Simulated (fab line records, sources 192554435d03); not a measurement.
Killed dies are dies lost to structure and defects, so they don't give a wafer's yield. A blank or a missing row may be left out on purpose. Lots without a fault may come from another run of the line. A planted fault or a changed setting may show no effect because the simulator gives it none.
Chamber matching | flow n5_finfet | N5_MOL_CONTACT_COAG_DESCUM_45 on rie_diel-06: 4 sister chambers
The step chemistry O2, time 7 s. 22 wafers are shown with their chamber, then 11 later ones without.

WAFERS WITH THEIR CHAMBER
wafer  | chamber | drypump_motor_current_A (A) | showerhead_plenum_p_Torr (Torr) | throttle_valve_pct (%)
L076.1 | 3       | 5.9                         | 2.12                            | 20.36
L076.3 | 1       | 4.8                         | 2.05                            | 20.37
L076.5 | 2       | 5.1                         | 2.24                            | 20.24
L078.1 | 0       | 6.2                         | 2.05                            | 20.74
L078.3 | 2       | 5.1                         | 2.23                            | 20.23
L078.6 | 1       | 4.8                         | 2.05                            | 20.36
L081.2 | 3       | 5.9                         | 2.12                            | 20.42
L081.3 | 0       | 6.2                         | 2.05                            | 20.78
L081.5 | 0       | 6.2                         | 2.05                            | 20.77
L083.2 | 0       | 6.3                         | 2.05                            | 20.77
L083.4 | 1       | 4.8                         | 2.05                            | 20.39
L083.5 | 2       | 5.1                         | 2.23                            | 20.26
L089.4 | 3       | 5.9                         | 2.11                            | 20.42
L089.5 | 3       | 5.9                         | 2.11                            | 20.43
L089.6 | 0       | 6.3                         | 2.04                            | 20.79
L091.2 | 2       | 5.1                         | 2.22                            | 20.30
L091.3 | 3       | 5.9                         | 2.11                            | 20.43
L091.4 | 2       | 5.1                         | 2.22                            | 20.28
L092.2 | 1       | 4.8                         | 2.04                            | 20.41
L092.5 | 3       | 5.8                         | 2.11                            | 20.45
L092.6 | 2       | 5.1                         | 2.22                            | 20.30
L093.2 | 2       | 5.1                         | 2.22                            | 20.28

SIGNATURES (means of the wafers above)
reading                  | chamber 0 | chamber 1 | chamber 2 | chamber 3 | scatter within a chamber
drypump_motor_current_A  | 6.240     | 4.800     | 5.100     | 5.883     | 0.0336
showerhead_plenum_p_Torr | 2.0480    | 2.0475    | 2.2257    | 2.1133    | 0.00605
throttle_valve_pct       | 20.7700   | 20.3825   | 20.2700   | 20.4183   | 0.026
Rule: a wafer's distance from a chamber is the root of the sum, over the readings, of the square of ((its reading less the chamber's mean) divided by the reading's scatter). The wafer belongs to the nearest chamber; if the next one is less than 2 further off, it can't be placed. The scatter: the root of (the sum of the squares of (reading less its chamber's mean) over the shown wafers, divided by (wafers less chambers)).

WAFERS WITHOUT THEIR CHAMBER
wafer  | drypump_motor_current_A (A) | showerhead_plenum_p_Torr (Torr) | throttle_valve_pct (%)
L093.4 | 5.1                         | 2.22                            | 20.29
L093.5 | 5.9                         | 2.11                            | 20.43
L094.1 | 4.8                         | 2.04                            | 20.42
L094.4 | 5.1                         | 2.22                            | 20.29
L094.6 | 4.8                         | 2.04                            | 20.43
L095.1 | 5.1                         | 2.22                            | 20.31
L095.3 | 4.8                         | 2.04                            | 20.42
L095.4 | 4.8                         | 2.04                            | 20.41
L097.2 | 5.1                         | 2.22                            | 20.31
L097.5 | 4.8                         | 2.03                            | 20.44
L097.6 | 6.2                         | 2.04                            | 20.38

WHICH CHAMBER EACH WENT THROUGH
wafer  | from the rows above     | in truth
L093.4 | 2                       | 2
L093.5 | 3                       | 3
L094.1 | 1                       | 1
L094.4 | 2                       | 2
L094.6 | 1                       | 1
L095.1 | 2                       | 2
L095.3 | 1                       | 1
L095.4 | 1                       | 1
L097.2 | 2                       | 2
L097.5 | 1                       | 1
L097.6 | can't be placed: 0 or 3 | 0
Placed correctly: 10 of 11. Can't be placed from these rows: 1 (the true chamber is among the candidates in 1). Placed wrongly: 0.
